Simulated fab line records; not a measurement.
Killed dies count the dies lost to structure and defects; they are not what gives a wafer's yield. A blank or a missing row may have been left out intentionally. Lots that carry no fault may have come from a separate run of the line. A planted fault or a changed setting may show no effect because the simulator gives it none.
fab line records	flow n5_finfet	part 2 of 2: steps 5 to 6 of 6
record: lots: 22	wafers: 66	last_day: 17
route steps=1938 shown MOL_CONTACT_COAG@573 BEOL_M0_SAQP@636
lots that met no fault: from a run of the same line without faults
start_h: hours from the record's opening day to when the first of the lot's shown wafers began	wait_h: hours from the lot's prior step to this one	" identical to the entry in the row above	L1.1+2: a single row standing in for several wafers	- value missing, or start not given	* or withheld: withheld	< > ~ a bound
route shown NAME@n: a module of which the file shows steps, and the number in the route of the first	usual: mean/standard deviation of fault-free wafers	same: alike in all rows	chamber/n: place in a boat	sites: each site's reading	_std_site: the standard deviation of these	_edge_site: inner sites' mean taken away from outer sites' mean	radius_mm: for every site, how far away it sits from the centre of the wafer	mask NAME#n: copy n	behind: the most recent tool/chamber to have shaped the wafer	hold: what put the lot on hold/how long, in hours/how the hold closed	device: whichever transistor did not switch (one of n, p or np)	end of line: the route-end tests of the same wafers	a step given without rows: its recipe and nothing more	killed: dies lost to structure and defects at the first sort, not the wafer's yield	map: a wafer's dies, x killed, . not, _ none there
set.NAME: the setting that was run; set.NAME@STEP: the one run at that earlier step	model.NAME: the simulator's own value behind a step, which no gauge read
a sample of lots followed through the steps of the route, with each step as a table and each wafer as a row
services: a tool's chamber out of use, with start hour (start_h, from the record's first day; less than 0 if before it), hours out, and reason
== steps ==
step: N5_MOL_CONTACT_COAG_STRIP_72
recipe: chemistry: N2/H2	power_w: 450	temp_c: 40	pressure_mtorr: 20	rf_frequency_hz: 6e+07	overash_fraction: 3	bias_power_w: 7	h2_frac: 0.5	n2_flow_sccm: 200	h2_flow_sccm: 200
usual: chamber_pressure_mTorr: 20.01/0.037	drypump_motor_current_A: 5.6/0.53	oes_product_au: 0.79/0.079	rf_vpp_V: 59.4/2.1	showerhead_plenum_p_Torr: 2.55/0.09	throttle_valve_pct: 23.72/0.27
lot.wafer	tool	chamber	start_h	wait_h	chamber_pressure_mTorr	drypump_motor_current_A	oes_product_au	rf_hours_counter_h	rf_vpp_V	showerhead_plenum_p_Torr	throttle_valve_pct
L074.2	rie_diel-06	3	98.07	0.0	20.04	4.9	0.86	50	58.4	2.49	23.75
L074.3	"	2	"	"	19.98	5.2	0.84	82	60.9	2.47	23.89
L074.5	"	0	"	"	20.01	5.0	0.75	-	59.9	2.64	24.12
L075.1	rie_diel-06	1	112.98	0.0	19.95	5.4	0.82	80	59.9	2.56	23.53
L075.3	"	0	"	"	19.99	5.1	0.76	170	58.6	2.64	24.13
L075.5	"	2	"	"	20.06	5.2	0.83	-	63.9	2.47	23.87
L076.1	rie_diel-03	0	114.59	0.0	20.00	6.3	0.71	200	60.3	2.63	23.93
L076.4	"	1	"	"	20.02	4.9	0.81	75	59.3	2.46	23.10
L076.6	"	0	"	"	20.01	6.3	0.70	-	61.2	2.63	23.95
L077.2	rie_diel-06	3	117.72	0.0	20.09	4.9	0.85	58	56.8	2.48	23.80
L077.5	"	3	"	"	20.00	4.9	0.86	-	61.5	2.48	23.79
L077.6	"	2	"	"	19.99	5.2	0.83	-	59.7	2.47	23.88
L078.1	rie_diel-01	0	122.80	0.0	20.05	5.6	0.73	192	61.6	2.51	23.64
L078.2	"	1	"	"	19.99	5.8	0.68	244	57.0	2.50	23.92
L078.4	"	3	"	"	20.07	6.5	0.87	30	57.4	2.70	23.33
L079.1	rie_diel-01	3	125.86	0.0	19.99	6.5	0.87	30	61.9	2.70	23.36
L079.2	"	0	"	"	20.00	5.6	0.74	193	56.1	2.51	23.67
L079.5	"	0	"	"	19.98	5.7	0.73	-	58.8	2.51	23.65
L082.1	rie_diel-01	3	148.42	0.0	20.00	6.5	0.87	37	59.4	2.70	23.37
L082.3	"	2	"	"	20.01	5.1	0.79	98	58.5	2.67	24.01
L082.6	"	2	"	"	20.01	5.1	0.80	-	62.9	2.67	24.02
L083.1	rie_diel-06	0	161.46	0.0	20.03	5.1	0.74	187	59.7	2.63	24.17
L083.2	"	3	"	"	20.01	4.9	0.82	72	58.0	2.48	23.78
L083.3	"	1	"	"	20.02	5.3	0.82	97	57.7	2.55	23.50
L084.2	rie_diel-03	2	162.37	0.0	20.02	5.8	0.71	204	57.0	2.41	23.84
L084.5	"	2	"	"	19.99	5.8	0.72	-	57.5	2.41	23.86
L084.6	"	3	"	"	19.98	5.8	0.97	-	59.0	2.58	23.50
L085.1	rie_diel-01	2	170.10	0.0	20.06	5.2	0.79	106	62.2	2.67	23.98
L085.4	"	3	"	"	19.95	6.5	0.86	46	61.7	2.69	23.34
L085.5	"	3	"	"	20.02	6.5	0.84	-	59.7	2.69	23.37
L086.2	rie_diel-01	2	173.37	0.0	20.00	5.1	0.79	108	61.3	2.67	24.03
L086.4	"	0	"	"	20.03	5.6	0.72	210	60.1	2.50	23.68
L086.6	"	0	"	"	19.96	5.7	0.72	-	58.9	2.50	23.67
L087.1	rie_diel-01	0	177.37	0.0	19.99	5.6	0.72	211	59.1	2.50	23.66
L087.3	"	3	"	"	20.02	6.5	0.85	50	57.3	2.69	23.36
L087.5	"	3	"	"	19.97	6.5	0.86	-	63.5	2.69	23.38
L088.1	rie_diel-01	0	191.43	0.0	20.00	5.6	0.70	216	59.2	2.50	23.65
L088.2	"	2	"	"	19.98	5.1	0.77	116	61.6	2.67	23.99
L088.4	"	1	"	"	19.99	5.7	0.93	11	58.0	2.49	23.60
L089.2	rie_diel-01	0	194.81	0.0	20.02	5.7	0.72	217	63.7	2.50	23.67
L089.3	"	2	"	"	20.00	5.1	0.77	117	58.3	2.67	23.99
L089.5	"	2	"	"	19.98	5.2	0.78	-	59.1	2.66	24.00
L090.2	rie_diel-01	2	203.17	0.0	20.00	5.1	0.79	120	60.1	2.66	24.02
L090.3	"	0	"	"	20.07	5.7	0.72	220	57.6	2.50	23.66
L090.4	"	1	"	"	20.00	5.7	0.94	15	60.3	2.49	23.58
L091.3	rie_diel-03	3	207.35	0.0	19.93	5.8	0.91	25	55.5	2.58	23.49
L091.4	"	0	"	"	20.02	6.2	0.70	230	58.9	2.62	24.02
L091.6	"	3	"	"	20.00	5.8	0.91	-	61.4	2.58	23.53
L092.1	rie_diel-06	0	210.09	0.0	20.05	5.0	0.73	197	60.1	2.63	24.15
L092.2	"	3	"	"	20.04	4.9	0.79	90	60.7	2.47	23.79
L092.5	"	2	"	"	20.05	5.2	0.79	-	58.1	2.46	23.93
L093.4	rie_diel-03	2	213.08	0.0	20.06	5.8	0.71	222	61.5	2.40	23.85
L093.5	"	2	"	"	20.04	5.8	0.71	-	57.0	2.40	23.84
L093.6	"	3	"	"	20.01	5.8	0.91	-	60.6	2.58	23.50
L094.2	rie_diel-06	1	224.53	0.0	20.01	5.4	0.79	118	59.5	2.54	23.53
L094.3	"	3	"	"	19.89	4.9	0.80	95	58.3	2.47	23.83
L094.4	"	0	"	"	20.01	5.0	0.72	201	60.1	2.63	24.17
L095.1	rie_diel-03	1	228.65	0.0	20.02	4.8	0.77	112	56.2	2.44	23.17
L095.4	"	0	"	"	20.01	6.3	0.68	235	57.8	2.62	23.97
L095.5	"	3	"	"	20.00	5.8	0.91	-	65.7	2.57	23.55
L096.1	rie_diel-01	2	232.61	0.0	20.06	5.1	0.76	132	56.5	2.66	24.03
L096.2	"	0	"	"	19.99	5.6	0.70	231	59.6	2.49	23.68
L096.6	"	3	"	"	19.94	6.5	0.84	-	59.2	2.68	23.41
L097.1	rie_diel-03	0	240.62	0.0	20.00	6.2	0.69	239	56.2	2.61	24.03
L097.3	"	2	"	"	20.01	5.8	0.68	233	60.8	2.40	23.87
L097.5	"	3	"	"	19.96	5.8	0.90	-	62.8	2.57	23.51
step: N5_BEOL_M0_SAQP_PECVD_96
recipe: material: a-Si	target_thk_a: 450	temp_c: 350	precursor: SiH4/He	pressure_torr: 3	rf_w: 100	time_s: 45.2
usual: heater_power_w: 597/62	showerhead_plenum_p_Torr: 5.66/0.04	throttle_valve_pct: 18.5/1.3
lot.wafer	tool	chamber	start_h	wait_h	heater_power_w	showerhead_plenum_p_Torr	throttle_valve_pct
L074.2	pecvd-04	1	105.55	0.0	618	5.63	18.3
L074.3	"	2	"	"	551	5.66	19.1
L074.5	"	2	"	"	551	5.67	19.5
L075.1	pecvd-02	1	118.06	0.0	515	5.74	17.9
L075.3	"	2	"	"	590	5.63	16.4
L075.5	"	2	"	"	579	5.61	16.6
L076.1	pecvd-01	0	121.68	0.0	597	5.62	19.5
L076.4	"	1	"	"	674	5.71	21.5
L076.6	"	2	"	"	585	5.70	17.9
L077.2	pecvd-02	0	124.45	0.0	645	5.64	18.8
L077.5	"	0	"	"	641	5.64	18.8
L077.6	"	2	"	"	582	5.65	16.5
L078.1	pecvd-01	2	127.48	0.0	660	5.70	17.5
L078.2	"	1	"	"	606	5.68	21.4
L078.4	"	2	"	"	664	5.72	17.6
L079.1	pecvd-04	0	133.17	0.0	577	5.65	18.1
L079.2	"	2	"	"	557	5.67	19.3
L079.5	"	2	"	"	546	5.65	19.5
L082.1	pecvd-02	2	154.76	0.0	497	5.63	16.4
L082.3	"	2	"	"	510	5.63	16.4
L082.6	"	2	"	"	503	5.63	16.5
L083.1	pecvd-02	2	167.52	0.0	551	5.65	16.5
L083.2	"	0	"	"	698	5.65	18.8
L083.3	"	1	"	"	553	5.74	18.0
L084.2	pecvd-02	2	170.80	0.0	561	5.64	16.4
L084.5	"	1	"	"	534	5.75	17.9
L084.6	"	0	"	"	728	5.63	18.8
L085.1	pecvd-01	1	174.87	0.0	723	5.72	21.5
L085.4	"	0	"	"	617	5.62	19.3
L085.5	"	2	"	"	608	5.70	17.9
L086.2	pecvd-04	2	178.54	0.0	562	5.67	19.3
L086.4	"	2	"	"	576	5.68	19.2
L086.6	"	1	"	"	600	5.64	18.5
L087.1	pecvd-01	2	182.38	0.0	683	5.71	17.8
L087.3	"	1	"	"	606	5.70	21.4
L087.5	"	0	"	"	628	5.62	19.6
L088.1	pecvd-04	2	198.08	0.0	538	5.66	19.2
L088.2	"	0	"	"	564	5.63	18.3
L088.4	"	1	"	"	637	5.64	18.4
L089.2	pecvd-04	2	201.20	0.0	578	5.67	19.5
L089.3	"	0	"	"	573	5.64	18.3
L089.5	"	2	"	"	591	5.66	19.6
L090.2	pecvd-04	0	209.43	0.0	573	5.65	18.4
L090.3	"	0	"	"	581	5.65	18.4
L090.4	"	1	"	"	604	5.64	18.8
L091.3	pecvd-02	0	212.52	0.0	718	5.64	18.7
L091.4	"	2	"	"	520	5.63	16.6
L091.6	"	0	"	"	721	5.64	19.2
L092.1	pecvd-04	1	216.28	0.0	643	5.65	18.6
L092.2	"	0	"	"	571	5.64	18.4
L092.5	"	1	"	"	657	5.64	18.8
L093.4	pecvd-01	2	218.34	0.0	654	5.69	18.2
L093.5	"	0	"	"	611	5.63	19.4
L093.6	"	1	"	"	700	5.70	21.6
L094.2	pecvd-02	0	230.46	0.0	691	5.63	18.9
L094.3	"	2	"	"	581	5.64	16.5
L094.4	"	2	"	"	584	5.63	16.5
L095.1	pecvd-04	1	234.54	0.0	558	5.63	18.4
L095.4	"	1	"	"	564	5.63	18.6
L095.5	"	2	"	"	502	5.66	16.1
L096.1	pecvd-04	0	239.51	0.0	557	5.63	18.6
L096.2	"	2	"	"	506	5.66	15.9
L096.6	"	2	"	"	497	5.64	15.9
L097.1	pecvd-02	1	246.65	0.0	556	5.75	17.6
L097.3	"	0	"	"	705	5.64	19.2
L097.5	"	2	"	"	528	5.64	16.6
== services ==
tool	chamber	start_h	hours	kind
pecvd-01	-	87.63	2.8	pm
rie_diel-06	-	89.79	0.7	repair
pecvd-01	2	92.25	19.5	repair
pecvd-01	0	103.81	5.3	repair
rie_diel-03	3	115.55	-	clean
rie_diel-03	3	115.55	-	consumable_replace:focus_ring
rie_diel-03	3	115.55	23.0	scheduled_down
rie_diel-03	3	115.55	23.0	vent_cycle
pecvd-02	-	136.08	14.6	pm
rie_diel-03	2	140.46	3.9	repair
rie_diel-01	1	146.78	-	clean
rie_diel-01	1	146.78	-	consumable_replace:focus_ring
rie_diel-01	1	146.78	13.0	scheduled_down
rie_diel-01	1	146.78	13.0	vent_cycle
pecvd-02	0	153.68	4.6	repair
pecvd-04	1	163.50	5.5	scheduled_down
rie_diel-03	0	187.82	10.9	repair
rie_diel-06	0	188.36	17.2	repair
pecvd-04	2	202.38	-	clean
pecvd-04	2	202.38	-	consumable_replace:showerhead
pecvd-04	2	202.38	29.0	scheduled_down
pecvd-04	2	202.38	29.0	vent_cycle
rie_diel-03	1	213.27	14.2	repair
rie_diel-03	0	218.88	6.2	repair
